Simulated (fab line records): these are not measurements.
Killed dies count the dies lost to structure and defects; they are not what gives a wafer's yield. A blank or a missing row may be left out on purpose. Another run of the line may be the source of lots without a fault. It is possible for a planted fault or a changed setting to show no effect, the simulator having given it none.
Matching of chambers ; flow nand_harc ; rie_diel-04 running NHARC_P_BONDPAD_ACTIVATE_29: 4 sister chambers
The step chemistry N2, time 60 s. 33 wafers are shown with their chamber, then 12 later ones without.

## EACH WAFER AND ITS CHAMBER
wafer;chamber;drypump_motor_current_A (A);oes_product_au (a.u.);rf_vpp_V (V)
L074.2;3;5.3;0.981;63.5
L074.4;3;5.3;0.986;64.4
L074.6;2;4.8;0.990;65.1
L078.1;2;4.9;0.986;64.0
L078.5;0;6.0;0.986;64.9
L078.6;1;5.2;0.986;63.7
L079.1;1;5.2;0.979;62.8
L079.4;0;6.0;0.981;62.8
L079.6;2;4.9;0.987;63.8
L082.4;0;6.0;0.995;65.6
L082.5;1;5.3;0.982;63.9
L082.6;0;6.0;0.986;65.4
L083.2;0;6.0;0.986;63.9
L083.5;2;4.8;0.987;64.0
L083.6;1;5.3;0.969;65.6
L086.1;1;5.2;0.979;64.8
L086.2;3;5.3;1.003;65.3
L086.5;0;6.0;0.991;64.4
L085.2;3;5.3;0.996;65.4
L085.3;2;4.8;0.991;64.8
L085.5;1;5.2;0.984;63.8
L089.2;0;6.0;0.987;63.5
L089.5;0;6.0;0.990;64.1
L089.6;3;5.3;1.001;64.1
L088.1;3;5.3;0.992;63.8
L088.3;0;6.0;0.990;64.3
L088.6;1;5.2;0.974;63.3
L091.2;0;6.0;0.986;65.2
L091.4;3;5.3;0.989;65.3
L091.6;3;5.3;0.989;63.9
L090.2;2;4.8;1.000;63.2
L090.4;3;5.3;0.987;63.3
L090.5;3;5.3;1.002;64.8

SIGNATURES (averages over the wafers above)
reading;chamber 0;chamber 1;chamber 2;chamber 3;scatter within a chamber
drypump_motor_current_A;6.000;5.229;4.833;5.300;0.0309
oes_product_au;0.98780;0.97900;0.99017;0.99260;0.00584
rf_vpp_V;64.410;63.986;64.150;64.380;0.835
Rule: distance of a wafer from a chamber = root of the sum over the readings of ((wafer's reading minus chamber's mean) / reading's scatter) squared. The wafer belongs to the nearest chamber; if the next one is less than 2 further off, it can't be placed. The scatter: the root of (the sum of the squares of (reading less its chamber's mean) over the shown wafers, divided by (wafers less chambers)).

## WAFERS MISSING THEIR CHAMBER
wafer;drypump_motor_current_A (A);oes_product_au (a.u.);rf_vpp_V (V)
L092.2;5.2;0.971;64.3
L092.4;6.1;0.976;63.5
L092.6;4.9;0.994;63.1
L095.1;6.0;0.969;64.1
L095.3;5.3;1.001;64.1
L095.6;5.3;0.997;64.2
L096.1;6.0;0.975;63.7
L096.4;5.3;0.970;63.2
L096.5;6.0;0.976;64.7
L097.3;5.3;0.993;64.3
L097.4;4.8;0.991;64.0
L097.6;5.3;0.967;63.5

## WHICH CHAMBER EACH ONE RAN IN
wafer;from the rows above;in truth
L092.2;1;1
L092.4;0;0
L092.6;2;2
L095.1;0;0
L095.3;3;3
L095.6;3;3
L096.1;0;0
L096.4;can't be placed: 1 or 3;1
L096.5;0;0
L097.3;3;3
L097.4;2;2
L097.6;can't be placed: 1 or 3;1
Placed correctly: 10 of 12. From these rows, 2 cannot be placed; in 2 the true chamber is one of the candidates. Number placed wrongly: 0.
